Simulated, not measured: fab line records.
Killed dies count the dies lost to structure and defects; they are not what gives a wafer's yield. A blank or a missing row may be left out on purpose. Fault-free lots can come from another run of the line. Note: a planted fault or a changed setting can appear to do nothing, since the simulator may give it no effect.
Comparing a struck lot with a sound one    flow n5-finfet    37 out of 1938 route steps
Sound: these wafers, L431.1, L431.3, L431.5. Struck: wafer L418.5; the same lot's L418.6 was not struck, so it is left out; see the end for the cause.
At each step with rows: each side's tool, then ch and its chambers, then its first start. Under that, the readings that differ: sound wafers    struck wafers    difference of the means    sigmas: that difference in standard deviations of wafers without a fault.
alike: readings whose means differ by less than 2 such deviations, and words and numbers that are the same on both sides. not compared: withheld readings, readings that some wafer has no value for, bounds like >300 that may hide the same value, and numbers for which the record gives no deviation and whose values overlap.
The two part at a step that has a row with sigmas, a row that says differs or no value, or rows on one side only. Numbers that don't overlap but have no deviation are shown without sigmas and don't part them. A reading that every wafer of one side lacks parts them only if that side has two wafers or more.

first, 11 steps without rows for these wafers: N5_BEOL_M14_TRENCH_ETCH_34 (etches SiO2 in C4F8/O2/Ar, target depth 556.65 nm, time 126.9 s); N5_BEOL_M14_STRIP_70 (strips in C4F8/O2/Ar); N5_BEOL_M14_STRIP_37 (strips in O2); N5_BEOL_M14_ETCH_38 (etches SiCN in CF4/N2, target depth 106.5 nm, time 120.6 s); N5_BEOL_M14_PRECLEAN_39 (cleans in residue remover, time 60 s); N5_BEOL_M14_SRD_40 (time 30 s, dry time 30 s); N5_BEOL_M14_DEGAS_41 (time 60 s); N5_BEOL_M14_PRE_CLEAN_42 (time 30 s); N5_BEOL_M14_SPUTTER_43 (material TaN, target thk 15 nm, time 24.19 s); N5_BEOL_M14_SPUTTER_44 (material Ta, target thk 15 nm, time 24.19 s); N5_BEOL_M14_SPUTTER_45 (material Cu, target thk 100 nm, time 16.67 s).
N5_BEOL_M14_ECD_47: material Cu, target thk 1248 nm.
  sound on ecd-cu-01 ch 0,1, day 17 11:32; struck on ecd-cu-01 ch 1, day 13 10:31
reading                                  sound           struck  difference  sigmas
model.Cu_of_BEOL_M14_ECD_47.thk-nm (nm)  1258 1248 1268  454.6   -803.4      
then, 1 step without rows for these wafers: N5_BEOL_M14_ANNEAL_48 (time 90 s).
N5_BEOL_M14_CMP_49: polishes, stops on SiO2, t overpolish 5.2 s, target thk 560 nm.
  sound on cmp-02 ch 0,1,3, day 17 12:05; struck on cmp-04 ch 2, day 13 11:14
reading                                  sound              struck  difference  sigmas
time-to-endpoint-s (s)                   126 126 122        43      -82         -24
model.Cu_of_BEOL_M14_ECD_47.thk-nm (nm)  559.4 560.8 564.2  454.6   -106.9      
  alike: motor-current-A
N5_BEOL_M14_THK_MEAS_50: measures by xrf.
  struck on film-metro-02, day 13 11:23; sound on film-metro-01, day 17 12:23
reading       sound        struck  difference  sigmas
M14_THK (nm)  555 552 560  454     -102        -13
then, 2 steps without rows for these wafers: N5_BEOL_M14_PRE_CLEAN_52 (time 15 s); N5_BEOL_M14_DEP_53 (deposits SiCN from 3MS/NH3, target thk 50 nm, time 17.8 s).
N5_BEOL_M14_RS_MEAS_54: a four-point-probe measurement.
  struck on film-metro-01, day 13 11:33; sound on film-metro-02, day 17 12:32
reading          sound                 struck  difference  sigmas
M14_RS (ohm/sq)  0.0333 0.0332 0.0330  0.0410  +0.0078     +17
then, 17 steps without rows for these wafers: N5_BEOL_M15_ILD_DEP_00 (deposits SiO2 from TEOS/O2, target thk 1629.3 nm, time 346.1 s); N5_BEOL_M15_COAT_58 (time 60 s, resist thk 89 nm); N5_BEOL_M15_COAT_04 (resist thk 800 nm); N5_BEOL_M15_EBR_06; N5_BEOL_M15_SOFTBAKE_05 (time 60 s); N5_BEOL_M15_EXPOSE_07 (exposes mask V14); N5_BEOL_M15_PEB_08 (peb time 90 s); N5_BEOL_M15_DEVELOP_09 (develop time 45 s); N5_BEOL_M15_HARDBAKE_14 (time 120 s); N5_BEOL_M15_DESCUM_15 (chemistry O2, time 7.9 s); N5_BEOL_M15_ETCH_59 (etches BARC in N2/H2, target depth 89 nm, overetch 26.7 nm, time 67.9 s); N5_BEOL_M15_VIA_ETCH_16 (etches SiO2 in C4F8/O2/Ar, target depth 1792.2 nm); N5_BEOL_M15_STRIP_63 (strips in O2); N5_BEOL_M15_STRIP_64 (strips in O2); N5_BEOL_M15_STRIP_65 (strips in post etch residue remover, time 60 s); N5_BEOL_M15_SRD_66 (time 30 s, dry time 30 s); N5_BEOL_M15_COAT_56 (time 60 s, resist thk 550 nm).
N5_BEOL_M15_RC_MEAS_101:
  sound on prober-01 ch 0, day 17 21:07; struck on prober-01 ch 0, day 13 19:04
reading                     sound              struck  difference  sigmas
SERP_M11 (ohm/um)           3.19 3.08 3.00     3.23    +0.14       +2
SERP_M14 (ohm/um)           0.161 0.162 0.161  0.201   +0.040      +13
SERP_M14_max_site (ohm/um)  0.162 0.164 0.163  0.203   +0.040      +13
  alike: COMB_M10, COMB_M11, COMB_M12, COMB_M13, COMB_M15, COMB_M5, COMB_M6, COMB_M7, COMB_M8, COMB_M9, SERP_M10, SERP_M12, SERP_M13, SERP_M5, SERP_M6, SERP_M7, SERP_M8, SERP_M8_max_site, SERP_M9
N5_PASSIVATION_PROBE_49:
  record: rows for the struck wafers here (prober-02, day 14 09:57), none for the sound ones

== WHERE THEY PART ==
Last at N5_PASSIVATION_PROBE_49 as far as this record goes, first at N5_BEOL_M14_CMP_49.

WHY: what had been put in by the simulator
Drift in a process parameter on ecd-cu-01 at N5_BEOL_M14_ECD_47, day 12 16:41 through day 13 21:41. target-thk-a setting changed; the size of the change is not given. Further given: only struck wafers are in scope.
